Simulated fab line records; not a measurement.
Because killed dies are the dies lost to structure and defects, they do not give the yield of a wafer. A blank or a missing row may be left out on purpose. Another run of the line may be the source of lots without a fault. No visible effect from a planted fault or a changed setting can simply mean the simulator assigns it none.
Lot-split experiment    flow n5Finfet    on a route of 1938 steps: 7 lots, 21 wafers read

ON THE SPLIT
At N5_BEOL_M10_PEB_26 (peb time 60 s), the setting pebTimeS was moved away from the recipe's 60 s on 10 of the 21 wafers read, by -20.7% to +14.3%. For the rest of the wafers, this setting stayed at what the recipe calls for.

SPLIT TO READING: what lies between them in the file, 1 step
- N5_BEOL_M10_DEVELOP_27: develop time 30 s

THE READING
cdNm at N5_BEOL_M10_CD_MEAS_28, given in nm (cd target 70 nm). A value of 70.4 nm with a standard deviation of 0.95 nm is what fault-free wafers of this fab line usually give.

wafer   tool, chamber at the split  pebTimeS as run, s  against the recipe  cdNm, nm  against lot-mates on the recipe
L074.3  lithoTrack-01, 0            60                  recipe              69.8      -
L074.4  lithoTrack-01, 0            60                  recipe              70.0      -
L074.6  lithoTrack-01, 0            65.08               +8.5%               73.9      +4.0
L082.3  lithoTrack-01, 0            60                  recipe              69.5      -
L082.4  lithoTrack-01, 0            68.56               +14.3%              77.5      +7.5
L082.5  lithoTrack-01, 0            60                  recipe              70.5      -
L084.2  lithoTrack-02, 0            60                  recipe              70.5      -
L084.5  lithoTrack-02, 0            60                  recipe              72.4      -
L084.6  lithoTrack-02, 0            60                  recipe              69.6      -
L087.2  lithoTrack-02, 0            60                  recipe              70.4      -
L087.3  lithoTrack-02, 0            47.59               -20.7%              59.1      -11.3
L087.4  lithoTrack-02, 0            47.59               -20.7%              58.0      -12.4
L089.3  lithoTrack-05, 0            53.78               -10.4%              65.3      -5.2
L089.4  lithoTrack-05, 0            53.78               -10.4%              65.1      -5.4
L089.6  lithoTrack-05, 0            60                  recipe              70.5      -
L097.4  lithoTrack-05, 0            65.39               +9.0%               74.0      +3.3
L097.5  lithoTrack-05, 0            65.39               +9.0%               73.9      +3.2
L097.6  lithoTrack-05, 0            60                  recipe              70.7      -
L096.1  lithoTrack-05, 0            60                  recipe              70.7      -
L096.2  lithoTrack-05, 0            55.48               -7.5%               66.8      -3.9
L096.6  lithoTrack-05, 0            55.48               -7.5%               67.2      -3.5

THE FIT
A straight line over all 21 wafers: cdNm changes by +0.516 nm for each +1% of pebTimeS; r = +0.99; the points scatter about the line by 0.81 nm.
The same after taking each lot's own level away (the mean of its wafers on the recipe; 21 wafers): +0.523 nm for each +1%; r = +0.99; scatter 0.76 nm.
On that fit, the largest move of pebTimeS shifts the reading by 11 nm.
From 69.90 to 70.83 nm: that is the span of the lots' own levels, equal to 1.0 times the standard deviation above.
The two slopes are in agreement: the lot-to-lot level therefore moves the slope only a little.
Check: for one of the wafers moved furthest among these (-20.7%), held out of the fit, the line's prediction against its lot-mates is -10.9 nm. It came out at -11.3 nm against them.

ADDITIONAL SPLITS CARRIED BY THESE WAFERS
Note: prior to the reading, these wafers also went through further splits. Each is held against what the fit with the lots' levels taken away leaves over:
other split on the same wafers      wafers away from the commonest value  r with cdNm (lot level and that fit taken away)
N5_BEOL_M7_PECVD_70 tempC           6                                     -0.05
N5_BEOL_M7_HM_DEP_02 targetThkA     7                                     +0.25
N5_BEOL_M8_PECVD_70 tempC           10                                    +0.08
N5_BEOL_M8_DEVELOP_10 developTimeS  6                                     -0.12
N5_BEOL_M9_ETCH_62 sourceW          8                                     -0.36
N5_BEOL_M9_EXPOSE_25 doseMj         7                                     +0.29
N5_BEOL_M10_ILD_DEP_00 timeS        6                                     -0.08

FILE'S OWN FIT
cdNm changes by +0.525 nm for each +1% of pebTimeS, r = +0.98.
